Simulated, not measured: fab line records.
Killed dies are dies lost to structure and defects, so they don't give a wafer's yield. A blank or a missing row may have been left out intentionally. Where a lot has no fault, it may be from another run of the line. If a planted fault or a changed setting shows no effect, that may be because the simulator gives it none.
Matching of chambers ; flow n5_finfet ; N5_DUMMY_GATE_ETCH_44 on rie_si-05: 4 sister chambers
The step etches poly-Si in HBr/O2, stops on SiO2, target depth 127.5 nm. 4 wafers are shown with their chamber, then 7 later ones without.

## EACH WAFER AND ITS CHAMBER
wafer;chamber;throttle_valve_pct (%)
L079.3;1;18.12
L079.4;3;18.19
L080.1;0;18.36
L080.3;2;18.17

## WAFERS WITH NO CHAMBER GIVEN
wafer;throttle_valve_pct (%)
L080.5;18.36
L083.2;18.19
L083.5;18.19
L083.6;18.17
L089.1;18.12
L089.2;18.20
L089.4;18.16

## CHAMBER TAKEN BY EACH
wafer;from the rows above;in truth
L080.5;0;0
L083.2;3;3
L083.5;3;3
L083.6;2;2
L089.1;1;1
L089.2;3;3
L089.4;2;2
7 of 7 placed correctly. Not placeable from these rows: 0. Wrongly placed: 0.
How it was worked out, from the rows above alone: a wafer's distance from a chamber is the root of the sum, over the readings, of the square of ((its reading less the chamber's mean) divided by the reading's scatter). The wafer belongs to the nearest chamber; if the next one is less than 2 further off, it can't be placed. For every chamber, the mean is computed from those of its wafers that are shown. The scatter: with one shown wafer a chamber, the root of the mean of the squares of how far each hidden wafer lies from its nearest shown one.
